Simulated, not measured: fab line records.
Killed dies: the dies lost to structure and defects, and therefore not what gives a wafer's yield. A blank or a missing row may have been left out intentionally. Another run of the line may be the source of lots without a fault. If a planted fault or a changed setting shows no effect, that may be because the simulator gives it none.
Chamber matching || flow n5_finfet || 4 sister chambers for N5_SD_EPI_P_SD_RECESS_17 on rie_si-06
The step chemistry HBr/Cl2/O2, target depth 39.1 nm, bt time 3 s. 4 wafers are shown with their chamber, then 7 later ones without.

## WAFERS, EACH WITH ITS CHAMBER
{"wafer": "L088.1", "chamber": 2, "throttle_valve_pct (%)": 37.13}
{"wafer": "L088.3", "chamber": 1, "throttle_valve_pct (%)": 37.75}
{"wafer": "L091.1", "chamber": 0, "throttle_valve_pct (%)": 36.92}
{"wafer": "L091.2", "chamber": 3, "throttle_valve_pct (%)": 36.97}

## WAFERS WITH NO CHAMBER GIVEN
{"wafer": "L091.6", "throttle_valve_pct (%)": 36.93}
{"wafer": "L092.1", "throttle_valve_pct (%)": 36.94}
{"wafer": "L092.3", "throttle_valve_pct (%)": 37.13}
{"wafer": "L092.4", "throttle_valve_pct (%)": 37.75}
{"wafer": "L096.2", "throttle_valve_pct (%)": 36.95}
{"wafer": "L096.4", "throttle_valve_pct (%)": 37.12}
{"wafer": "L096.5", "throttle_valve_pct (%)": 36.94}

## WHICH CHAMBER EACH ONE RAN IN
{"wafer": "L091.6", "from the rows above": 0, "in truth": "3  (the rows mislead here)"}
{"wafer": "L092.1", "from the rows above": "can't be placed: 0 or 3", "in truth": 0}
{"wafer": "L092.3", "from the rows above": 2, "in truth": 2}
{"wafer": "L092.4", "from the rows above": 1, "in truth": 1}
{"wafer": "L096.2", "from the rows above": "can't be placed: 3 or 0", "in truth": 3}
{"wafer": "L096.4", "from the rows above": 2, "in truth": 2}
{"wafer": "L096.5", "from the rows above": "can't be placed: 0 or 3", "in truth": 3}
Placed correctly: 3 of 7. Unplaceable from these rows: 3, with the true chamber sitting among the candidates in 3. Placed wrongly: 1.
How it was worked out, from the rows above alone: a wafer's distance from a chamber is the root of the sum, over the readings, of the square of ((its reading less the chamber's mean) divided by the reading's scatter). If the next closest chamber is less than 2 further off than the closest, the wafer can't be placed; otherwise it belongs to the closest. The mean given for a chamber averages the wafers shown for that chamber. The scatter: with one shown wafer a chamber, the root of the mean of the squares of how far each hidden wafer lies from its nearest shown one.
